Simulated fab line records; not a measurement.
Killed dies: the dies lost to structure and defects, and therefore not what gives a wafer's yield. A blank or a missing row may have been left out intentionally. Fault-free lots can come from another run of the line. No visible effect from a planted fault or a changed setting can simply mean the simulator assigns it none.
The tool behind it: which one? | flow nand harc | 6 lots with 18 wafers sampled at 5 steps, on a route of 1159 steps

## WHAT THE GAUGES SHOWED, per wafer
NHARC_END_SORT_01.
lot  | measured     | on        | killed at other
L159 | day 19 22:42 | prober-02 | 1 0 0
L165 | day 21 14:20 | prober-02 | 80 1 0
L171 | day 22 13:46 | prober-01 | 0 0 84
L175 | day 24 00:59 | prober-01 | 0 0 2
L181 | day 24 21:50 | prober-01 | 3 1 1
L180 | day 25 14:41 | prober-01 | 2 2 2

## EACH LOT AND THE TOOL THAT RAN IT (in order: tool; ch and the chambers of the sampled wafers; start)
lot  | NHARC_THIN_TSV_ETCH_15           | NHARC_THIN_TSV_STRIP_62              | NHARC_THIN_TSV_PRE_CLEAN_54  | NHARC_THIN_TSV_STRIP_57
L159 | rie si-06 ch 0,2,3, day 19 03:12 | plasma asher-01 ch 0,1, day 19 05:08 | pvd sputter-03, day 19 07:20 | wet bench-10 ch 2,5,6, day 19 09:23
L165 | rie si-02 ch 0,2,3, day 21 01:36 | plasma asher-01 ch 0,1, day 21 03:22 | pvd sputter-01, day 21 05:38 | wet bench-10 ch 5,6,7, day 21 07:36
L171 | rie si-02 ch 1,3, day 21 10:53   | plasma asher-01 ch 0, day 21 13:03   | pvd sputter-01, day 21 15:17 | wet bench-10 ch 1,6,7, day 21 17:13
L175 | rie si-02 ch 0,1,2, day 23 09:17 | plasma asher-01 ch 0,1, day 23 11:18 | pvd sputter-02, day 23 13:41 | wet bench-08 ch 2,3,7, day 23 16:15
L181 | rie si-04 ch 1,2,3, day 24 07:44 | plasma asher-01 ch 0,1, day 24 09:31 | pvd sputter-03, day 24 11:53 | wet bench-08 ch 1,2,7, day 24 13:56
L180 | rie si-02 ch 0,1,2, day 24 22:22 | plasma asher-02 ch 0,1, day 25 00:21 | pvd sputter-01, day 25 02:59 | wet bench-10 ch 1,4,5, day 25 05:04
- NHARC_THIN_TSV_ETCH_15: target depth 3000 nm, bosch target overetch cycles 2, bosch etch step 2.8 s.
- NHARC_THIN_TSV_STRIP_62: strips in N2/H2, time 20 s.
- NHARC_THIN_TSV_PRE_CLEAN_54: time 30 s.
- NHARC_THIN_TSV_STRIP_57: strips in post etch residue remover, time 1200 s.

## THE ANSWER, worked out from the rows above alone
Rule: the lots themselves supply what counts as usual. Put in order of their means at a reading, lots are off if they are a third of the lots or fewer, leave a main group of 4 or more, and stand apart from it by a gap of 3 or more times the standard deviation of the main group's means; of several such gaps the widest counts. Not used: any main group whose means are identical at the precision the tables above print for the reading. A lot without any number at a reading at which 4 lots or more have one is off too. The other lots that the step has rows for count as sound.
Off: L165, L171, at NHARC_END_SORT_01 (killed at other). The main group: mean 1.2, standard deviation 0.69.
A tool fits if, at a process step before that reading, it ran every lot that is off, and no sound lot after the first of them. The gauges at NHARC_END_SORT_01 are tried like those tools. None of those tried fits.

## WHAT WAS PUT IN BY THE SIMULATOR
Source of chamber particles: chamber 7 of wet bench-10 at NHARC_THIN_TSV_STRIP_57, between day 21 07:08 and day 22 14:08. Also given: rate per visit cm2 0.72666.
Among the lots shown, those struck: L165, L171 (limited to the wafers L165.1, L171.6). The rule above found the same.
